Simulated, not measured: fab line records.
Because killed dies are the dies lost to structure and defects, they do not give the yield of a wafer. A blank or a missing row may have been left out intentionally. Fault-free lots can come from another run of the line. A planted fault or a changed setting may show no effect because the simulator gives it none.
Code-filled problem report in 8D (eight disciplines) form | flow nandHarc | the parts of the form that need people (team, actions taken, sign-off) are left out

## 1. WHAT WENT WRONG
At NHARC_END_SORT_01, killedAtOther averages 52.5 over 2 wafers from 2 lots, while fault-free wafers read 0.9, standard deviation 1.3. Relative to the usual mean, that is a shift of +40 standard deviations.
First observed at day 32 05:53: wafer L112.6, on prober-01. The record has a number at this step for 6 wafers belonging to 2 lots. Rule for "out" (also "out of limits"): further than 4 standard deviations from the usual mean. All remaining wafers that have a number are taken as sound.

## 2. WHAT THIS IS AND IS NOT
question                    | is                   | is not
which readings at this step | killedAtOther        | killedAtArray, killedAtPeriphery, killedOpen, killedShort
which lots                  | L112, L119           | -
which wafers of those lots  | L112.6, L119.3       | L112.4, L112.5, L119.2, L119.4
read on which gauges        | prober-01, prober-02 | -
when                        | from day 32 05:53    | up to then (2 sound wafers); but 2 sound wafers of L119 came after

## 3. THE SUSPECTS, EACH WITH WHAT RULES IT OUT
Counting: if a tool at a process step up to the reading ran every lot that is out, it stays a suspect. Sound lots after the first of them don't rule it out here, since some wafers of a struck lot are sound.
- ruled out: the gauge at NHARC_END_SORT_01. Those wafers that are out were read across 2 gauges (prober-01, prober-02).
- pecvd-02 at NHARC_THIN_TSV_DEP_47 (deposits SiO2, target thk 200 nm): kept. It ran every lot that is out, first L112 (day 31 09:04).
- plasmaAsher-02 at NHARC_THIN_TSV_STRIP_62 (strips in N2/H2, time 20 s): kept. It ran every lot that is out, first L112 (day 31 09:45).
- pvdSputter-02 at NHARC_THIN_TSV_DEGAS_49 (time 120 s): kept. It ran every lot that is out, first L112 (day 31 09:52).
- pecvd-02, NHARC_THIN_TSV_DEP_47: wafers that are out in chamber 2, sound lot-mates in chambers 0, 1.
After the count, these remain: pecvd-02 at NHARC_THIN_TSV_DEP_47, plasmaAsher-02 at NHARC_THIN_TSV_STRIP_62 and pvdSputter-02 at NHARC_THIN_TSV_DEGAS_49.

## 4. THE CAUSE (what the simulator had put in)
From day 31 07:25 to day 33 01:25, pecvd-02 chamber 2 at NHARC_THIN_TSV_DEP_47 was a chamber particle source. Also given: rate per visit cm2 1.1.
Of the 3 suspects that counting leaves, this tool is one.

## 5. THE CHAIN OF EFFECTS, in route order
One row per reading whose mean, taken over the struck wafers that have a number, lies over 3 standard deviations from the usual. Only readings for which the record gives a usual standard deviation are gone through. hours: the time from each lot's start at the first step in this table that gives one to its start at this step, as a median over the lots. sigmas: the change in usual standard deviations.
hours | step              | reading        | usual | on struck wafers | change | sigmas
0     | NHARC_END_SORT_01 | killedAtOther  | 0.9   | 52.5             | +51.6  | +40
0     | NHARC_END_SORT_01 | sort_bin_3_pct | 0.6 % | 3.1              | +2.5   | +6.0

## 6. WHAT WOULD HAVE CAUGHT IT SOONER
The first out-of-limits reading at a measuring or inspecting step in this record came at day 32 05:53, 22 hours after the fault's start at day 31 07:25.
No tool reading at NHARC_THIN_TSV_DEP_47 that has a usual standard deviation in the record was out on any struck wafer, so an alarm limit of 4 standard deviations on those readings would not have fired.
Lots out: 2; of these, L119 started NHARC_THIN_TSV_DEP_47 on pecvd-02 after day 32 05:53. Putting the tool on hold at that point would have spared it.
